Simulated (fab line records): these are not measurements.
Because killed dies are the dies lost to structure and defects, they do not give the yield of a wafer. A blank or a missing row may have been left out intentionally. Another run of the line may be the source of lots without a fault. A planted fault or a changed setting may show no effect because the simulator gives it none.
A lot that was struck, set against a sound lot | flow n5_finfet | 16 out of 1938 route steps
Sound: wafers L915.1, L915.3, L915.4. The struck wafers were L918.2, L918.3, L918.5. Last of all comes the cause.
Order at every step that has rows: each side's tool, ch and its chambers, its first start. Under that, the readings that differ: sound wafers | struck wafers | difference of the means | sigmas: that difference in standard deviations of wafers without a fault.
alike: readings whose means differ by less than 2 such deviations, and words and numbers that are the same on both sides. not compared: withheld readings, readings that some wafer has no value for, bounds like >300 that may hide the same value, and numbers for which the record gives no deviation and whose values overlap.
The two part at a step that has a row with sigmas, a row that says differs or no value, or rows on one side only. Numbers that have no deviation but don't overlap get no sigmas and don't part them. A reading missing from all wafers of one side parts the sides only when that side holds two or more wafers.

N5_BEOL_M3_OVL_MEAS_12:
  sound on overlay-02 ch 0, day 8 08:41; struck on overlay-01 ch 0, day 11 13:01
  alike: M3_OVL
N5_BEOL_M3_INSPECT_13: inspects for defects (brightfield).
  sound on defect_inspect-02 at day 8 08:44; struck on defect_inspect-01 at day 11 13:04
  alike: raw_defect_count
N5_BEOL_M3_DESCUM_16: chemistry O2, time 7 s.
  sound on rie_diel-05 ch 1,2,3, day 8 08:46; struck on rie_diel-06 ch 1,2,3, day 11 13:07
  alike: bias_power_w, drypump_motor_current_A, oes_product_au, rf_vpp_V, showerhead_plenum_p_Torr, throttle_valve_pct
  not compared: rf_hours_counter_h
then, 1 step without rows for these wafers: N5_BEOL_M3_ETCH_74 (etches underlayer in N2/H2, target depth 6.5 nm, time 5.2 s).
N5_BEOL_M3_ETCH_63: etches SiARC in CF4, target depth 15.6 nm, time 26 s.
  sound on rie_diel-05 ch 1,2,3, day 8 08:49; struck on rie_diel-06 ch 1,2,3, day 11 13:10
  alike: drypump_motor_current_A, etch_rf_on_time_s, oes_product_au, rf_vpp_V, showerhead_plenum_p_Torr, throttle_valve_pct
  not compared: rf_hours_counter_h
N5_BEOL_M3_ETCH_64: etches SOC in N2/H2, target depth 75 nm, overetch 15 nm, time 112.5 s.
  sound on rie_diel-05 ch 1,2,3, day 8 08:51; struck on rie_diel-06 ch 1,2,3, day 11 13:11
  alike: drypump_motor_current_A, n2_flow_sccm, oes_product_au, rf_vpp_V, showerhead_plenum_p_Torr, throttle_valve_pct
  not compared: rf_hours_counter_h
then, 2 steps without rows for these wafers: N5_BEOL_M3_STRIP_65 (strips in N2/H2); N5_BEOL_M3_STRIP_75 (strips in N2/H2).
N5_BEOL_M3_STRIP_66: strips in CF4.
  sound on rie_diel-05 ch 1,2,3, day 8 08:59; struck on rie_diel-06 ch 1,2,3, day 11 13:19
  alike: bias_power_w, drypump_motor_current_A, oes_product_au, rf_vpp_V, showerhead_plenum_p_Torr, throttle_valve_pct
  not compared: rf_hours_counter_h
N5_BEOL_M3_HM_OPEN_17: chemistry Cl2/BCl3, target TiN, target depth 20 nm, overetch 6 nm.
  sound on rie_metal-03 ch 0,1, day 8 09:01; struck on rie_metal-01 ch 0,1, day 11 13:22
  alike: drypump_motor_current_A, he_backside_leak_sccm, oes_product_au, throttle_valve_pct
  not compared: rf_hours_counter_h
then, 1 step without rows for these wafers: N5_BEOL_M3_STRIP_19 (strips in O2).
N5_BEOL_M3_CD_MEAS_18: pitch 36 nm, target cd 18 nm.
  sound on cd_sem-01 at day 8 09:14; struck on cd_sem-01 at day 11 13:32
  reading    | sound             | struck            | difference | sigmas
  cd_nm (nm) | 17.92 17.23 17.81 | 18.41 18.35 18.05 | +0.62      | +2
N5_BEOL_M3_COAT_67: time 60 s, resist thk 60 nm.
  sound on litho_track-02 ch 0, day 8 09:17; struck on litho_track-05 ch 0, day 11 13:34
  reading                  | sound                | struck               | difference | sigmas
  heater_power_total_W (W) | 499.2 498.1 497.8    | 481.1 483.0 483.0    | -16.0      | -9
  plate_temp_C (C)         | 249.72 249.95 249.81 | 242.79 242.64 242.52 | -7.18      | -38
then, 1 step without rows for these wafers: N5_BEOL_M3_COAT_68 (time 60 s, resist thk 12 nm).
N5_BEOL_M4_RC_MEAS_101:
  sound on prober-02 ch 0, day 11 04:23; struck on prober-02 ch 0, day 13 03:19
  alike: DIBL_N, DIBL_P, IOFF_N, IOFF_P, ION_N, ION_P, SS_N, SS_P, VT_N, VT_P
N5_PASSIVATION_PROBE_49:
  the record has rows for the sound wafers here (prober-02, day 15 17:07) and none for the struck ones

WHERE THEY PART
Last at N5_PASSIVATION_PROBE_49 as far as this record goes, first at N5_BEOL_M3_CD_MEAS_18.

WHY: what the simulator had put in
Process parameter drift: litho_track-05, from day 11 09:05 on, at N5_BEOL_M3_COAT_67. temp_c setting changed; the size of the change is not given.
